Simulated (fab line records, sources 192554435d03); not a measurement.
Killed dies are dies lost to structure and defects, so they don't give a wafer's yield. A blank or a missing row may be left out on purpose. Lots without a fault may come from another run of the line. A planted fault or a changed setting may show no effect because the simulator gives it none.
A struck lot beside a sound one | flow n5_finfet | 15 steps out of a route of 1938
Sound: wafers L926.1, L926.2, L926.3. Struck: wafer L933.4. (L933.3 of the same lot was not struck and is left out.) The cause comes at the end.
At each step with rows: each side's tool, then ch and its chambers, then its first start. Under that, the readings that differ: sound wafers | struck wafers | difference of the means | sigmas: that difference in standard deviations of wafers without a fault.
alike: readings whose means differ by less than 2 such deviations, and words and numbers that are the same on both sides. not compared: withheld readings, readings that some wafer has no value for, bounds like >300 that may hide the same value, and numbers for which the record gives no deviation and whose values overlap.
The two part at a step that has a row with sigmas, a row that says differs or no value, or rows on one side only. Numbers that don't overlap but have no deviation are shown without sigmas and don't part them. A reading that every wafer of one side lacks parts them only if that side has two wafers or more.

first, 3 steps without rows for these wafers: N5_BEOL_M5_EXPOSE_25 (exposes mask V4, defocus 10 nm); N5_BEOL_M5_PEB_26 (peb time 60 s); N5_BEOL_M5_DEVELOP_27 (develop time 30 s).
N5_BEOL_M5_CD_MEAS_28: target cd 30.6 nm, target cd y 20 nm.
  sound on cd_sem-02 ch 0, day 10 02:21; struck on cd_sem-02 ch 0, day 12 02:17
  alike: cd_nm
N5_BEOL_M5_OVL_MEAS_29:
  sound on overlay-02 ch 0, day 10 02:23; struck on overlay-02 ch 0, day 12 02:20
  alike: V4_OVL
N5_BEOL_M5_INSPECT_30: inspects for defects (brightfield).
  sound on defect_inspect-02, day 10 02:26; struck on defect_inspect-02, day 12 02:23
  alike: raw_defect_count
N5_BEOL_M5_DESCUM_33: chemistry O2, time 7 s.
  sound on rie_diel-01 ch 0,1,3, day 10 02:28; struck on rie_diel-01 ch 0, day 12 02:30
  alike: drypump_motor_current_A, oes_product_au, rf_vpp_V, showerhead_plenum_p_Torr, temp_c, throttle_valve_pct
  not compared: rf_hours_counter_h
N5_BEOL_M5_ETCH_75: etches underlayer in N2/H2, target depth 6.5 nm, time 5.2 s.
  sound on rie_diel-01 ch 0,1,3, day 10 02:31; struck on rie_diel-01 ch 0, day 12 02:32
  alike: drypump_motor_current_A, etch_rf_on_time_s, oes_product_au, rf_vpp_V, showerhead_plenum_p_Torr, throttle_valve_pct
  not compared: rf_hours_counter_h
N5_BEOL_M5_ETCH_67: etches SiARC in CF4, target depth 15.6 nm, time 26 s.
  sound on rie_diel-01 ch 0,1,3, day 10 02:32; struck on rie_diel-01 ch 0, day 12 02:34
  alike: drypump_motor_current_A, etch_rf_on_time_s, oes_product_au, rf_vpp_V, showerhead_plenum_p_Torr, throttle_valve_pct
  not compared: rf_hours_counter_h
N5_BEOL_M5_ETCH_68: etches SOC in N2/H2, target depth 80 nm, overetch 16 nm, time 120 s.
  sound on rie_diel-01 ch 0,1,3, day 10 02:33; struck on rie_diel-01 ch 0, day 12 02:35
  alike: drypump_motor_current_A, oes_product_au, rf_vpp_V, showerhead_plenum_p_Torr, temp_c, throttle_valve_pct
  not compared: rf_hours_counter_h
then, 2 steps without rows for these wafers: N5_BEOL_M5_STRIP_69 (strips in N2/H2); N5_BEOL_M5_STRIP_76 (strips in N2/H2).
N5_BEOL_M5_VIA_ETCH_34: etches SiCOH lowk in C4F6/O2, target depth 88.3 nm, time 39.2 s.
  sound on rie_diel-01 ch 0,1,3, day 10 02:39; struck on rie_diel-01 ch 0, day 12 02:41
  reading                                  | sound             | struck | difference | sigmas
  oes_product_au (a.u.)                    | 0.94 0.73 0.92    | 1.16   | +0.30      | +4
  model.etch.depth_nm (nm)                 | 89.56 85.64 91.57 | 132.6  | +43.7      |
  model.SOC_of_BEOL_M5_COAT_65.thk_nm (nm) | 56 56.2 55.8      | 53.8   | -2.2       |
  alike: drypump_motor_current_A, rf_vpp_V, showerhead_plenum_p_Torr, throttle_valve_pct
  not compared: rf_hours_counter_h
then, 1 step without rows for these wafers: N5_BEOL_M5_STRIP_85 (strips in C4F6/O2).
-- the record jumps here: 5 days lie between the struck wafers' starts before and after (it left off in module BEOL_M5 and takes up again in module PASSIVATION, whose first step shown is number 1936 of the route) --
N5_PASSIVATION_PROBE_49:
  the record has rows for the struck wafers here (prober-02, day 16 20:57) and none for the sound ones

WHERE THEY PART
First at N5_BEOL_M5_VIA_ETCH_34; last, within this record, at N5_PASSIVATION_PROBE_49.

WHY: what the simulator had put in
Process parameter drift: rie_diel-01, from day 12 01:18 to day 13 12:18, at N5_BEOL_M5_VIA_ETCH_34. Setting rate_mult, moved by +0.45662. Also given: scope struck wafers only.
